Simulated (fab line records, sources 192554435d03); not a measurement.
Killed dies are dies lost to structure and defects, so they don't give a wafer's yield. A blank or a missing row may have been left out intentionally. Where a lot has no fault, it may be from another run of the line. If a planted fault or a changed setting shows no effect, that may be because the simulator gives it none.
Chamber matching || flow n5Finfet || N5_BEOL_M9_PECVD_70 on pecvd-03 has 3 sister chambers
The step deposits SiO2 from TEOS/O2, target thk 20 nm, time 22.7 s. 6 wafers are shown with their chamber, then 6 later ones without.

== WAFERS PAIRED WITH THEIR CHAMBERS ==
{"wafer": "L228.2", "chamber": 1, "throttleValvePct (%)": 21.8, "showerheadPlenumPTorr (Torr)": 8.79}
{"wafer": "L229.6", "chamber": 1, "throttleValvePct (%)": 21.9, "showerheadPlenumPTorr (Torr)": 8.76}
{"wafer": "L231.2", "chamber": 2, "throttleValvePct (%)": 21.2, "showerheadPlenumPTorr (Torr)": 8.75}
{"wafer": "L231.6", "chamber": 0, "throttleValvePct (%)": 23.2, "showerheadPlenumPTorr (Torr)": 8.88}
{"wafer": "L233.1", "chamber": 0, "throttleValvePct (%)": 23.0, "showerheadPlenumPTorr (Torr)": 8.87}
{"wafer": "L233.3", "chamber": 2, "throttleValvePct (%)": 21.3, "showerheadPlenumPTorr (Torr)": 8.73}

== WAFERS WHOSE CHAMBER IS MISSING ==
{"wafer": "L233.6", "throttleValvePct (%)": 22.1, "showerheadPlenumPTorr (Torr)": 8.79}
{"wafer": "L235.2", "throttleValvePct (%)": 23.0, "showerheadPlenumPTorr (Torr)": 8.89}
{"wafer": "L235.3", "throttleValvePct (%)": 21.3, "showerheadPlenumPTorr (Torr)": 8.74}
{"wafer": "L235.5", "throttleValvePct (%)": 22.1, "showerheadPlenumPTorr (Torr)": 8.76}
{"wafer": "L239.2", "throttleValvePct (%)": 22.9, "showerheadPlenumPTorr (Torr)": 8.88}
{"wafer": "L239.4", "throttleValvePct (%)": 21.9, "showerheadPlenumPTorr (Torr)": 8.76}

== EACH ONE'S CHAMBER ==
{"wafer": "L233.6", "from the rows above": 1, "in truth": 1}
{"wafer": "L235.2", "from the rows above": 0, "in truth": 0}
{"wafer": "L235.3", "from the rows above": 2, "in truth": 2}
{"wafer": "L235.5", "from the rows above": 1, "in truth": 1}
{"wafer": "L239.2", "from the rows above": 0, "in truth": 0}
{"wafer": "L239.4", "from the rows above": 1, "in truth": 1}
Correct placement for 6 of the 6. From these rows, 0 cannot be placed. 0 placed wrongly.
How it was worked out, from the rows above alone: a wafer's distance from a chamber is the root of the sum, over the readings, of the square of ((its reading less the chamber's mean) divided by the reading's scatter). The wafer belongs to the nearest chamber; if the next one is less than 2 further off, it can't be placed. Each chamber's mean is taken over the wafers shown for it. The scatter: the root of (the sum of the squares of (reading less its chamber's mean) over the shown wafers, divided by (wafers less chambers)).
